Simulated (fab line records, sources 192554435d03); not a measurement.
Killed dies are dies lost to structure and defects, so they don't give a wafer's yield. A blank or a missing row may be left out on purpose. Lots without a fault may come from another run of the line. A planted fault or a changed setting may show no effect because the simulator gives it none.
Split-lot experiment | flow n5_finfet | 7 lots, 21 wafers read, on a route of 1938 steps

THE SPLIT
At N5_BEOL_M14_ETCH_68 (etches SOC in N2/H2, time 450 s), the setting time_s was moved away from the recipe's 450 s on 5 of the 21 wafers read, by -11.5% to +17.5%. The other wafers ran this setting at the recipe's value.

The reading is taken at the split's own step.

THE READING
SiARC_of_BEOL_M14_COAT_66.thk_nm (the simulator's own value, which no gauge read), in nm, at N5_BEOL_M14_ETCH_68 (etches SOC in N2/H2, time 450 s). The file gives no usual value for it. The 16 wafers here that ran the recipe average 65.6 nm, standard deviation 0.65 nm.

wafer  | tool, chamber at the split | time_s as run, s | against the recipe | SiARC_of_BEOL_M14_COAT_66.thk_nm, nm | against lot-mates on the recipe
L077.1 | rie_diel-01, 3             | 450              | recipe             | 65                                   | -
L077.2 | rie_diel-01, 0             | 450              | recipe             | 65.2                                 | -
L077.6 | rie_diel-01, 2             | 450              | recipe             | 65.6                                 | -
L076.1 | rie_diel-06, 0             | 450              | recipe             | 67                                   | -
L076.3 | rie_diel-06, 3             | 528.8            | +17.5%             | 57.8                                 | -9.2
L076.5 | rie_diel-06, 1             | 528.8            | +17.5%             | 56.6                                 | -10.4
L082.2 | rie_diel-01, 3             | 450              | recipe             | 64.6                                 | -
L082.3 | rie_diel-01, 0             | 450              | recipe             | 65.4                                 | -
L082.5 | rie_diel-01, 0             | 450              | recipe             | 65.4                                 | -
L079.4 | rie_diel-06, 2,3           | 450              | recipe             | 65.2                                 | -
L079.5 | rie_diel-06, 2,3           | 450              | recipe             | 65.2                                 | -
L079.6 | rie_diel-06, 0             | 450              | recipe             | 66.6                                 | -
L081.1 | rie_diel-02, 3             | 450              | recipe             | 65.8                                 | -
L081.5 | rie_diel-02, 2             | 450              | recipe             | 66.6                                 | -
L081.6 | rie_diel-02, 1             | 450              | recipe             | 64.8                                 | -
L086.1 | rie_diel-06, 2             | 450              | recipe             | 65.8                                 | -
L086.2 | rie_diel-06, 1             | 504.9            | +12.2%             | 59.6                                 | -6.2
L086.4 | rie_diel-06, 3             | 504.9            | +12.2%             | 60.6                                 | -5.2
L087.1 | rie_diel-02, 0             | 398.4            | -11.5%             | 70.2                                 | +4.8
L087.2 | rie_diel-02, 1             | 450              | recipe             | 65.6                                 | -
L087.4 | rie_diel-02, 1             | 450              | recipe             | 65.2                                 | -
Where a row lists several chambers, the file gives one row for several wafers and doesn't say which wafer went through which chamber.

THE FIT
A straight line over all 21 wafers: SiARC_of_BEOL_M14_COAT_66.thk_nm changes by -0.457 nm for each +1% of time_s; r = -0.98; the points scatter about the line by 0.67 nm.
The same after taking each lot's own level away (the mean of its wafers on the recipe; 21 wafers): -0.512 nm for each +1%; r = -0.98; scatter 0.64 nm.
On that fit, the largest move of time_s shifts the reading by 9 nm.
The lots' own levels span 65.13 to 67.00 nm, that is 2.9 times the standard deviation above.
So the lot-to-lot level changes the slope: the two fits differ.
Check: with one of the wafers moved furthest among these (+17.5%) left out of the fit, the line predicts -8.97 nm for it against its lot-mates. It came out at -9.2 nm against them.

OTHER SPLITS ON THESE WAFERS
These wafers also went through other splits before the reading. Each is held against what the fit with the lots' levels taken away leaves over:
other split on the same wafers        | wafers away from the commonest value | r with SiARC_of_BEOL_M14_COAT_66.thk_nm (lot level and that fit taken away)
N5_BEOL_M13_DEVELOP_27 develop_time_s | 9                                    | -0.08

THE FILE'S OWN FIT
SiARC_of_BEOL_M14_COAT_66.thk_nm changes by -0.505 nm for each +1% of time_s, r = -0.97.
